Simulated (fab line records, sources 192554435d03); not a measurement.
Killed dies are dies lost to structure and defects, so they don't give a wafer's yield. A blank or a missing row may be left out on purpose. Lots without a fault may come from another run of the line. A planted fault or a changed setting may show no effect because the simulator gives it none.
Split-lot experiment | flow n5_finfet | 7 lots, 39 wafers read, on a route of 1938 steps

THE SPLIT
At N5_ZERO_LAYER_DEVELOP_10 (develop time 60 s), the setting develop_time_s was moved away from the recipe's 60 s on 12 of the 39 wafers read, by -47.4% to -25.4%. The other wafers ran this setting at the recipe's value.

FROM THE SPLIT TO THE READING: what the file shows between them, 1 step
- N5_ZERO_LAYER_HARDBAKE_23: time 120 s

THE READING
cd_nm, in nm, at N5_ZERO_LAYER_CD_MEAS_11 (target cd 2000 nm). Fault-free wafers of this fab line usually give 2002.7 nm, standard deviation 2.5 nm.

wafer  | tool, chamber at the split | develop_time_s as run, s | against the recipe | cd_nm, nm | against lot-mates on the recipe
L077.1 | litho_track-01, 0          | 60                       | recipe             | 2005.6    | -
L077.2 | litho_track-01, 0          | 60                       | recipe             | 2001.9    | -
L077.3 | litho_track-01, 0          | 60                       | recipe             | 2002.9    | -
L077.4 | litho_track-01, 0          | 60                       | recipe             | 2001.9    | -
L077.5 | litho_track-01, 0          | 60                       | recipe             | 2003.8    | -
L077.6 | litho_track-01, 0          | 60                       | recipe             | 2007.1    | -
L081.1 | litho_track-05, 0          | 60                       | recipe             | 2001.5    | -
L081.2 | litho_track-05, 0          | 38.57                    | -35.7%             | 1988.6    | -12.2
L081.3 | litho_track-05, 0          | 38.57                    | -35.7%             | 1992.8    | -8.0
L081.4 | litho_track-05, 0          | 38.57                    | -35.7%             | 1990.8    | -10.0
L081.5 | litho_track-05, 0          | 60                       | recipe             | 2000.0    | -
L081.6 | litho_track-05, 0          | 60                       | recipe             | 2001.0    | -
L082.1 | litho_track-01, 0          | 60                       | recipe             | 2005.2    | -
L082.2 | litho_track-01, 0          | 60                       | recipe             | 2002.2    | -
L082.3 | litho_track-01, 0          | 31.55                    | -47.4%             | 1988.2    | -15.1
L082.4 | litho_track-01, 0          | 31.55                    | -47.4%             | 1992.9    | -10.4
L082.5 | litho_track-01, 0          | 60                       | recipe             | 2002.5    | -
L082.6 | litho_track-01, 0          | 31.55                    | -47.4%             | 1990.4    | -12.9
L083.1 | litho_track-01, 0          | 60                       | recipe             | 2002.2    | -
L083.2 | litho_track-01, 0          | 38.28                    | -36.2%             | 1994.9    | -7.4
L083.3 | litho_track-01, 0          | 38.28                    | -36.2%             | 1991.0    | -11.3
L083.4 | litho_track-01, 0          | 60                       | recipe             | 2000.4    | -
L083.5 | litho_track-01, 0          | 60                       | recipe             | 2004.3    | -
L083.6 | litho_track-01, 0          | 38.28                    | -36.2%             | 1993.3    | -9.0
L086.1 | litho_track-01, 0          | 60                       | recipe             | 2002.2    | -
L086.2 | litho_track-01, 0          | 44.77                    | -25.4%             | 1993.7    | -7.1
L086.3 | litho_track-01, 0          | 60                       | recipe             | 2002.2    | -
L086.4 | litho_track-01, 0          | 60                       | recipe             | 1997.9    | -
L086.5 | litho_track-01, 0          | 44.77                    | -25.4%             | 1994.7    | -6.1
L086.6 | litho_track-01, 0          | 44.77                    | -25.4%             | 1998.1    | -2.7
L088.2 | litho_track-04, 0          | 60                       | recipe             | 1999.8    | -
L088.3 | litho_track-04, 0          | 60                       | recipe             | 2007.6    | -
L088.5 | litho_track-04, 0          | 60                       | recipe             | 2005.0    | -
L095.1 | litho_track-01, 0          | 60                       | recipe             | 2004.4    | -
L095.2 | litho_track-01, 0          | 60                       | recipe             | 1999.9    | -
L095.3 | litho_track-01, 0          | 60                       | recipe             | 2001.3    | -
L095.4 | litho_track-01, 0          | 60                       | recipe             | 2003.0    | -
L095.5 | litho_track-01, 0          | 60                       | recipe             | 2001.1    | -
L095.6 | litho_track-01, 0          | 60                       | recipe             | 2001.7    | -

THE FIT
A straight line over all 39 wafers: cd_nm changes by +0.275 nm for each +1% of develop_time_s; r = +0.91; the points scatter about the line by 2.2 nm.
The same after taking each lot's own level away (the mean of its wafers on the recipe; 39 wafers): +0.264 nm for each +1%; r = +0.92; scatter 1.9 nm.
On that fit, the largest move of develop_time_s shifts the reading by 12 nm.
The lots' own levels span 2000.77 to 2004.13 nm, that is 1.3 times the standard deviation above.
So the lot-to-lot level changes the slope little: the two slopes agree.
Check: with one of the wafers moved furthest among these (-47.4%) left out of the fit, the line predicts -12 nm for it against its lot-mates. It came out at -15.1 nm against them.

THE WHOLE CHAIN: every reading that the file lists as answering this split, in the file's order
step                     | what it does             | reading                                                           | change (the file's fit)               | r (the file's)
N5_ZERO_LAYER_CD_MEAS_11 | target cd 2000 nm        | cd_nm                                                             | +0.262 nm for each +1% of the setting | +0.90
N5_ZERO_LAYER_DESCUM_16  | chemistry O2, time 7.9 s | ZERO_LAYER.cd_nm (the simulator's own value, which no gauge read) | +0.259 nm for each +1% of the setting | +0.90

THE FILE'S OWN FIT
cd_nm changes by +0.262 nm for each +1% of develop_time_s, r = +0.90.
